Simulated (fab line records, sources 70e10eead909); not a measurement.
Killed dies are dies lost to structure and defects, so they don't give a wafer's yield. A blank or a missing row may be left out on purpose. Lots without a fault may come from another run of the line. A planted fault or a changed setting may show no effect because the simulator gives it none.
Which tool did it? | flow nand_harc | 24 lots, 72 wafers sampled, at 4 steps of a route of 1159

WHAT THE GAUGES READ, wafer by wafer
NHARC_P_GATE_CD_MEAS_33. Usual: cd_nm 122.1 nm, standard deviation 2.5.
lot  | measured     | on        | cd_nm (nm)        | flag
L074 | day 4 21:56  | cd_sem-02 | 119.4 122.3 119.5 |
L075 | day 5 04:37  | cd_sem-02 | 118.6 123.3 122.4 |
L076 | day 5 05:05  | cd_sem-02 | 124.6 121.4 119.7 |
L077 | day 5 19:45  | cd_sem-01 | 121.6 125.6 120.1 |
L078 | day 5 20:26  | cd_sem-01 | 118.8 119.5 121.1 |
L079 | day 6 00:29  | cd_sem-01 | 120.8 118.6 120.2 |
L080 | day 6 01:09  | cd_sem-02 | 122.3 118.6 121.5 |
L081 | day 6 15:17  | cd_sem-01 | 125.6 122.3 119.2 |
L082 | day 6 22:51  | cd_sem-03 | 120.5 125.0 121.1 |
L083 | day 6 23:32  | cd_sem-03 | 124.1 118.0 118.1 |
L084 | day 7 10:35  | cd_sem-03 | 120.8 123.3 125.3 |
L085 | day 7 09:54  | cd_sem-02 | 124.2 117.0 121.8 |
L086 | day 8 01:58  | cd_sem-03 | 125.5 116.2 120.4 |
L087 | day 8 00:01  | cd_sem-02 | 119.7 122.7 122.4 |
L088 | day 8 08:08  | cd_sem-03 | 118.6 122.6 123.1 |
L089 | day 8 13:11  | cd_sem-03 | 123.6 120.8 122.2 |
L090 | day 8 19:56  | cd_sem-03 | 121.0 121.9 121.9 |
L091 | day 8 20:14  | cd_sem-01 | 124.2 127.1 127.5 |
L092 | day 8 19:11  | cd_sem-03 | 121.8 123.9 122.9 |
L093 | day 9 11:17  | cd_sem-03 | 119.7 119.2 126.5 |
L094 | day 9 10:47  | cd_sem-02 | 126.2 125.5 126.9 |
L095 | day 9 21:59  | cd_sem-03 | 122.1 123.9 118.1 |
L096 | day 10 02:28 | cd_sem-03 | 122.9 122.4 123.7 |
L097 | day 10 19:31 | cd_sem-01 | 123.4 123.2 122.0 |

WHICH TOOL RAN EACH LOT (tool, then ch and the chambers of the sampled wafers, then the start)
lot  | NHARC_P_ZERO_WELL_ETCH_62                    | NHARC_P_ZERO_WELL_DESCUM_54       | NHARC_P_GATE_ETCH_114
L074 | rie_diel-06 ch 0,2,3, day 1 17:49 or earlier | rie_diel-06 ch 0,1,3, day 1 17:49 | rie_diel-07 ch 0,1,2, day 4 21:56 or earlier
L075 | rie_diel-01 ch 0,3, day 1 23:59 or earlier   | rie_diel-06 ch 0,1, day 1 23:59   | rie_diel-05 ch 0,1,2, day 5 04:37 or earlier
L076 | rie_diel-01 ch 1,3, day 2 06:13 or earlier   | rie_diel-06 ch 0,2,3, day 2 06:13 | rie_diel-11 ch 0,3, day 5 05:05 or earlier
L077 | rie_diel-01 ch 1,2,3, day 2 12:07 or earlier | rie_diel-06 ch 0,1,2, day 2 12:07 | rie_diel-05 ch 0,1,2, day 5 19:45 or earlier
L078 | rie_diel-01 ch 0,3, day 2 17:33 or earlier   | rie_diel-01 ch 1,2,3, day 2 17:33 | rie_diel-07 ch 0,1,2, day 5 20:26 or earlier
L079 | rie_diel-06 ch 0,3, day 3 00:03 or earlier   | rie_diel-06 ch 0,2,3, day 3 00:03 | rie_diel-05 ch 0,1, day 6 00:29 or earlier
L080 | rie_diel-06 ch 0,2,3, day 3 05:56 or earlier | rie_diel-13 ch 0,2, day 3 05:56   | rie_diel-07 ch 0,1,2, day 6 01:09 or earlier
L081 | rie_diel-06 ch 0,2,3, day 3 11:56 or earlier | rie_diel-01 ch 0,1,3, day 3 11:56 | rie_diel-11 ch 0,2,3, day 6 15:17 or earlier
L082 | rie_diel-01 ch 0,3, day 3 17:55 or earlier   | rie_diel-01 ch 1,2,3, day 3 17:55 | rie_diel-07 ch 1,2,3, day 6 22:51 or earlier
L083 | rie_diel-13 ch 0,1,3, day 3 23:55 or earlier | rie_diel-13 ch 1,2, day 3 23:55   | rie_diel-05 ch 0,3, day 6 23:32 or earlier
L084 | rie_diel-06 ch 0,3, day 4 06:02 or earlier   | rie_diel-13 ch 0,3, day 4 06:02   | rie_diel-07 ch 1,2,3, day 7 10:35 or earlier
L085 | rie_diel-13 ch 0,2,3, day 4 11:58 or earlier | rie_diel-01 ch 0,2, day 4 11:58   | rie_diel-11 ch 0,2,3, day 7 09:54 or earlier
L086 | rie_diel-01 ch 0,1,3, day 4 17:55 or earlier | rie_diel-06 ch 0,1,2, day 4 17:55 | rie_diel-11 ch 0,1,2, day 8 01:58 or earlier
L087 | rie_diel-06 ch 0,2, day 4 23:57 or earlier   | rie_diel-01 ch 1,2,3, day 4 23:57 | rie_diel-07 ch 0,2, day 8 00:01 or earlier
L088 | rie_diel-01 ch 0,1,2, day 5 05:59 or earlier | rie_diel-01 ch 0,1, day 5 05:59   | rie_diel-05 ch 0,3, day 8 08:08 or earlier
L089 | rie_diel-01 ch 2,3, day 5 11:57 or earlier   | rie_diel-01 ch 0,1, day 5 11:57   | rie_diel-05 ch 1,2, day 8 13:11 or earlier
L090 | rie_diel-01 ch 1,3, day 5 17:46 or earlier   | rie_diel-06 ch 1,2,3, day 5 17:46 | rie_diel-11 ch 0,1, day 8 19:56 or earlier
L091 | rie_diel-01 ch 1,2,3, day 6 00:26 or earlier | rie_diel-13 ch 0,1,2, day 6 00:26 | rie_diel-07 ch 1,2, day 8 20:14 or earlier
L092 | rie_diel-06 ch 1,3, day 6 05:52 or earlier   | rie_diel-01 ch 0,1,3, day 6 05:52 | rie_diel-11 ch 0,1,3, day 8 19:11 or earlier
L093 | rie_diel-01 ch 1,2,3, day 6 11:55 or earlier | rie_diel-01 ch 1,2, day 6 11:55   | rie_diel-05 ch 0,3, day 9 11:17 or earlier
L094 | rie_diel-06 ch 0,1,3, day 6 17:41 or earlier | rie_diel-13 ch 0,1,2, day 6 17:41 | rie_diel-11 ch 0,1,2, day 9 10:47 or earlier
L095 | rie_diel-06 ch 0,2,3, day 6 23:44 or earlier | rie_diel-13 ch 0,3, day 6 23:44   | rie_diel-11 ch 0,1,2, day 9 21:59 or earlier
L096 | rie_diel-06 ch 0,1,2, day 7 05:46 or earlier | rie_diel-13 ch 1,2, day 7 05:46   | rie_diel-07 ch 0,2, day 10 02:28 or earlier
L097 | rie_diel-06 ch 0,2,3, day 7 12:01 or earlier | rie_diel-13 ch 1,2,3, day 7 12:01 | rie_diel-05 ch 0,3, day 10 19:31 or earlier
- NHARC_P_ZERO_WELL_ETCH_62: etches the open film in CHF3/Ar, target depth 13 nm, time 6.5 s.
- NHARC_P_ZERO_WELL_DESCUM_54: chemistry O2, time 3 s.
- NHARC_P_GATE_ETCH_114: etches the open film in CF4/O2, target depth 30 nm, overetch 3 nm, time 16.5 s.

WHAT THE TOOLS THEMSELVES READ (means of the sampled wafers that have a number; where no wafer has one, the mark that the record gives instead)
NHARC_P_ZERO_WELL_ETCH_62. Usual: chf3_flow_sccm 49.98 sccm, standard deviation 0.14; drypump_motor_current_A 5.78 A, standard deviation 0.29; oes_product_au 0.962 a.u., standard deviation 0.015; rf_vpp_V 371.0 V, standard deviation 2.9; showerhead_plenum_p_Torr 2.36 Torr, standard deviation 0.12; throttle_valve_pct 20.217 %, standard deviation 0.0087.
lot  | tool        | chf3_flow_sccm (sccm) | drypump_motor_current_A (A) | oes_product_au (a.u.) | rf_vpp_V (V) | showerhead_plenum_p_Torr (Torr) | throttle_valve_pct (%) | flag
L074 | rie_diel-06 | 50.05                 | 5.65                        | 0.969                 | 371.7        | 2.37                            | 20.217                 |
L075 | rie_diel-01 | 50.06                 | 5.93                        | 0.949                 | 370.0        | 2.30                            | 20.221                 |
L076 | rie_diel-01 | 50.09                 | 5.96                        | 0.952                 | 370.2        | 2.33                            | 20.213                 |
L077 | rie_diel-01 | 49.96                 | 5.98                        | 0.955                 | 370.5        | 2.35                            | 20.219                 |
L078 | rie_diel-01 | 49.86                 | 5.92                        | 0.977                 | 369.6        | 2.30                            | 20.216                 |
L079 | rie_diel-06 | 49.91                 | 5.54                        | 0.936                 | 368.8        | 2.28                            | 20.223                 |
L080 | rie_diel-06 | 49.96                 | 5.64                        | 0.970                 | 371.0        | 2.37                            | 20.219                 |
L081 | rie_diel-06 | 49.99                 | 5.64                        | 0.978                 | 371.4        | 2.37                            | 20.217                 |
L082 | rie_diel-01 | 49.82                 | 5.98                        | 0.974                 | 371.3        | 2.40                            | 20.215                 |
L083 | rie_diel-13 | 50.10                 | 5.47                        | 0.960                 | 370.7        | 2.36                            | 20.220                 |
L084 | rie_diel-06 | 50.02                 | 5.50                        | 0.954                 | 369.2        | 2.28                            | 20.207                 |
L085 | rie_diel-13 | 50.13                 | 5.58                        | 0.928                 | 372.7        | 2.42                            | 20.213                 |
L086 | rie_diel-01 | 49.96                 | 5.97                        | 0.975                 | 370.0        | 2.36                            | 20.225                 |
L087 | rie_diel-06 | 49.92                 | 5.67                        | 0.973                 | 371.6        | 2.39                            | 20.219                 |
L088 | rie_diel-01 | 50.04                 | 6.04                        | 0.951                 | 372.5        | 2.46                            | 20.219                 |
L089 | rie_diel-01 | 50.05                 | 5.95                        | 0.965                 | 371.6        | 2.38                            | 20.208                 |
L090 | rie_diel-01 | 49.99                 | 5.94                        | 0.962                 | 370.5        | 2.32                            | 20.215                 |
L091 | rie_diel-01 | 49.97                 | 5.97                        | 0.964                 | 370.9        | 2.35                            | 20.219                 |
L092 | rie_diel-06 | 49.99                 | 5.70                        | 0.970                 | 370.4        | 2.35                            | 20.215                 |
L093 | rie_diel-01 | 49.98                 | 5.96                        | 0.965                 | 371.2        | 2.35                            | 20.216                 |
L094 | rie_diel-06 | 50.03                 | 5.58                        | 0.979                 | 370.4        | 2.28                            | 20.225                 |
L095 | rie_diel-06 | 50.04                 | 5.65                        | 0.962                 | 371.3        | 2.37                            | 20.216                 |
L096 | rie_diel-06 | 49.98                 | 5.58                        | 0.967                 | 369.5        | 2.31                            | 20.214                 |
L097 | rie_diel-06 | 49.93                 | 5.64                        | 0.955                 | 371.7        | 2.37                            | 20.221                 |

NHARC_P_ZERO_WELL_DESCUM_54. Usual: drypump_motor_current_A 5.8 A, standard deviation 0.43; oes_product_au 0.998 a.u., standard deviation 0.0097; rf_vpp_V 58.1 V, standard deviation 0.96; showerhead_plenum_p_Torr 1.94 Torr, standard deviation 0.094; throttle_valve_pct 11.310 %, standard deviation 0.0083.
lot  | tool        | drypump_motor_current_A (A) | oes_product_au (a.u.) | rf_vpp_V (V) | showerhead_plenum_p_Torr (Torr) | throttle_valve_pct (%) | flag
L074 | rie_diel-06 | 5.6                         | 1.001                 | 57.6         | 1.86                            | 11.307                 |
L075 | rie_diel-06 | 5.5                         | 1.008                 | 57.5         | 1.81                            | 11.306                 |
L076 | rie_diel-06 | 5.6                         | 1.001                 | 57.8         | 1.93                            | 11.302                 |
L077 | rie_diel-06 | 5.6                         | 1.000                 | 56.9         | 1.88                            | 11.306                 |
L078 | rie_diel-01 | 6.0                         | 0.999                 | 58.0         | 1.92                            | 11.309                 |
L079 | rie_diel-06 | 5.6                         | 1.000                 | 58.2         | 1.93                            | 11.307                 |
L080 | rie_diel-13 | 5.7                         | 0.992                 | 58.7         | 2.01                            | 11.311                 |
L081 | rie_diel-01 | 6.0                         | 0.996                 | 58.9         | 1.93                            | 11.311                 |
L082 | rie_diel-01 | 6.0                         | 1.005                 | 58.0         | 1.92                            | 11.309                 |
L083 | rie_diel-13 | 6.0                         | 0.989                 | 57.0         | 1.96                            | 11.325                 |
L084 | rie_diel-13 | 5.1                         | 1.002                 | 58.0         | 1.92                            | 11.311                 |
L085 | rie_diel-01 | 6.0                         | 0.997                 | 58.4         | 2.04                            | 11.306                 |
L086 | rie_diel-06 | 5.6                         | 0.998                 | 57.5         | 1.88                            | 11.311                 |
L087 | rie_diel-01 | 6.0                         | 1.000                 | 59.0         | 1.92                            | 11.309                 |
L088 | rie_diel-01 | 6.0                         | 0.994                 | 58.4         | 1.99                            | 11.317                 |
L089 | rie_diel-01 | 6.0                         | 0.997                 | 58.2         | 2.02                            | 11.309                 |
L090 | rie_diel-06 | 5.7                         | 1.011                 | 58.0         | 1.94                            | 11.303                 |
L091 | rie_diel-13 | 5.6                         | 0.998                 | 58.1         | 1.96                            | 11.302                 |
L092 | rie_diel-01 | 6.0                         | 1.008                 | 57.9         | 1.93                            | 11.305                 |
L093 | rie_diel-01 | 6.0                         | 0.993                 | 58.3         | 2.00                            | 11.310                 |
L094 | rie_diel-13 | 5.6                         | 1.000                 | 58.5         | 1.96                            | 11.306                 |
L095 | rie_diel-13 | 5.1                         | 0.992                 | 58.0         | 1.92                            | 11.320                 |
L096 | rie_diel-13 | 6.0                         | 0.995                 | 58.0         | 1.96                            | 11.320                 |
L097 | rie_diel-13 | 6.0                         | 0.993                 | 58.6         | 1.98                            | 11.311                 |

NHARC_P_GATE_ETCH_114. Usual: drypump_motor_current_A 5.8 A, standard deviation 0.43; oes_ar_750_au 1.000 a.u., standard deviation 0.0045; oes_product_au 0.999 a.u., standard deviation 0.01; rf_vpp_V 198.1 V, standard deviation 1.4; showerhead_plenum_p_Torr 1.35 Torr, standard deviation 0.056; throttle_valve_pct 13.397 %, standard deviation 0.0099.
lot  | tool        | drypump_motor_current_A (A) | oes_ar_750_au (a.u.) | oes_product_au (a.u.) | rf_vpp_V (V) | showerhead_plenum_p_Torr (Torr) | throttle_valve_pct (%) | flag
L074 | rie_diel-07 | 6.3                         | 1.003                | 0.996                 | 198.5        | 1.37                            | 13.393                 |
L075 | rie_diel-05 | 5.6                         | 1.001                | 1.005                 | 197.8        | 1.35                            | 13.385                 |
L076 | rie_diel-11 | 5.9                         | 0.998                | 0.991                 | 198.3        | 1.33                            | 13.400                 |
L077 | rie_diel-05 | 5.6                         | 1.004                | 0.997                 | 198.1        | 1.35                            | 13.404                 |
L078 | rie_diel-07 | 6.3                         | 1.003                | 1.000                 | 198.2        | 1.37                            | 13.390                 |
L079 | rie_diel-05 | 5.6                         | 0.999                | 0.995                 | 197.8        | 1.32                            | 13.394                 |
L080 | rie_diel-07 | 6.3                         | 1.000                | 1.001                 | 198.9        | 1.37                            | 13.397                 |
L081 | rie_diel-11 | 5.8                         | 0.998                | 0.999                 | 198.0        | 1.32                            | 13.394                 |
L082 | rie_diel-07 | 6.0                         | 0.994                | 1.002                 | 199.3        | 1.40                            | 13.401                 |
L083 | rie_diel-05 | 5.6                         | 1.002                | 1.005                 | 197.7        | 1.33                            | 13.398                 |
L084 | rie_diel-07 | 5.9                         | 1.000                | 1.007                 | 199.4        | 1.40                            | 13.385                 |
L085 | rie_diel-11 | 5.8                         | 1.004                | 0.996                 | 197.4        | 1.32                            | 13.404                 |
L086 | rie_diel-11 | 5.9                         | 0.998                | 1.012                 | 196.8        | 1.27                            | 13.390                 |
L087 | rie_diel-07 | 6.3                         | 1.003                | 0.994                 | 198.7        | 1.35                            | 13.392                 |
L088 | rie_diel-05 | 5.6                         | 1.001                | 0.981                 | 197.8        | 1.33                            | 13.395                 |
L089 | rie_diel-05 | 5.6                         | 1.003                | 1.013                 | 198.7        | 1.36                            | 13.395                 |
L090 | rie_diel-11 | 6.0                         | 1.003                | 1.006                 | 196.7        | 1.27                            | 13.403                 |
L091 | rie_diel-07 | 6.5                         | 0.997                | 1.013                 | 198.7        | 1.39                            | 13.398                 |
L092 | rie_diel-11 | 5.7                         | 1.000                | 1.006                 | 196.4        | 1.31                            | 13.398                 |
L093 | rie_diel-05 | 5.6                         | 1.000                | 0.984                 | 198.1        | 1.32                            | 13.403                 |
L094 | rie_diel-11 | 5.9                         | 0.995                | 1.007                 | 196.2        | 1.27                            | 13.395                 |
L095 | rie_diel-11 | 5.9                         | 1.001                | 1.002                 | 196.1        | 1.27                            | 13.391                 |
L096 | rie_diel-07 | 6.3                         | 0.999                | 0.997                 | 198.1        | 1.35                            | 13.397                 |
L097 | rie_diel-05 | 5.6                         | 1.000                | 0.994                 | 198.5        | 1.35                            | 13.395                 |

THE ANSWER, worked out from the rows above alone
Rule: a lot is off if the mean of its wafers that have a number lies more than 3 standard deviations from the usual mean. A lot without any number at a reading at which 4 lots or more have one is off too. The other lots that the step has rows for count as sound. The gauges are gone through in route order, then the tools' own readings, and for those a lot's mean is taken as printed above. The first step at which some lot is off is used, and at that step the reading that is off furthest; a lot without a number counts as furthest.
No lot is off at any reading shown: from this, nothing can be told.

WHAT THE SIMULATOR HAD PUT IN
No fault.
